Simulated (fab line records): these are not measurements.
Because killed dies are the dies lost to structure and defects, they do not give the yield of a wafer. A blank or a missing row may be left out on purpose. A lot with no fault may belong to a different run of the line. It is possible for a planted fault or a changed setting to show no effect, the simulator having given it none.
Chamber matching || flow n5_finfet || rie_diel-06 running N5_MOL_CONTACT_COAG_ETCHBACK_134: 4 sister chambers
The step etches SiO2 in CHF3, target depth 10 nm, time 6.7 s. 4 wafers are shown with their chamber, then 12 later ones without.

## WAFERS WITH THEIR CHAMBER
{"wafer": "L085.1", "chamber": 2, "showerhead_plenum_p_Torr (Torr)": 2.26}
{"wafer": "L092.1", "chamber": 3, "showerhead_plenum_p_Torr (Torr)": 2.27}
{"wafer": "L092.2", "chamber": 0, "showerhead_plenum_p_Torr (Torr)": 2.46}
{"wafer": "L092.3", "chamber": 1, "showerhead_plenum_p_Torr (Torr)": 2.37}

## WAFERS WITH NO CHAMBER GIVEN
{"wafer": "L092.4", "showerhead_plenum_p_Torr (Torr)": 2.54}
{"wafer": "L092.5", "showerhead_plenum_p_Torr (Torr)": 2.54}
{"wafer": "L092.6", "showerhead_plenum_p_Torr (Torr)": 2.37}
{"wafer": "L094.1", "showerhead_plenum_p_Torr (Torr)": 2.46}
{"wafer": "L094.2", "showerhead_plenum_p_Torr (Torr)": 2.27}
{"wafer": "L094.4", "showerhead_plenum_p_Torr (Torr)": 2.37}
{"wafer": "L095.2", "showerhead_plenum_p_Torr (Torr)": 2.54}
{"wafer": "L095.4", "showerhead_plenum_p_Torr (Torr)": 2.46}
{"wafer": "L095.5", "showerhead_plenum_p_Torr (Torr)": 2.27}
{"wafer": "L097.1", "showerhead_plenum_p_Torr (Torr)": 2.27}
{"wafer": "L097.4", "showerhead_plenum_p_Torr (Torr)": 2.36}
{"wafer": "L097.6", "showerhead_plenum_p_Torr (Torr)": 2.54}

## CHAMBER TAKEN BY EACH
{"wafer": "L092.4", "from the rows above": "can't be placed: 0 or 1", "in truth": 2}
{"wafer": "L092.5", "from the rows above": "can't be placed: 0 or 1", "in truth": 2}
{"wafer": "L092.6", "from the rows above": "can't be placed: 1 or 0", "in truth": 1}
{"wafer": "L094.1", "from the rows above": "can't be placed: 0 or 1", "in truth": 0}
{"wafer": "L094.2", "from the rows above": "can't be placed: 3 or 2", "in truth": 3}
{"wafer": "L094.4", "from the rows above": "can't be placed: 1 or 0", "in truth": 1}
{"wafer": "L095.2", "from the rows above": "can't be placed: 0 or 1", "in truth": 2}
{"wafer": "L095.4", "from the rows above": "can't be placed: 0 or 1", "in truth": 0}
{"wafer": "L095.5", "from the rows above": "can't be placed: 3 or 2", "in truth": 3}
{"wafer": "L097.1", "from the rows above": "can't be placed: 3 or 2", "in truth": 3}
{"wafer": "L097.4", "from the rows above": "can't be placed: 1 or 3 or 0 or 2", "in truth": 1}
{"wafer": "L097.6", "from the rows above": "can't be placed: 0 or 1", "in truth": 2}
0 of 12 placed correctly. Cannot be placed on the basis of these rows: 12; the candidates contain the true chamber in 8. Wrongly placed: 0.
How it was worked out, from the rows above alone: a wafer's distance from a chamber is the root of the sum, over the readings, of the square of ((its reading less the chamber's mean) divided by the reading's scatter). The wafer belongs to the nearest chamber; if the next one is less than 2 further off, it can't be placed. The mean given for a chamber averages the wafers shown for that chamber. The scatter: root of mean squared gap, hidden wafer to nearest shown wafer, with one shown wafer a chamber.
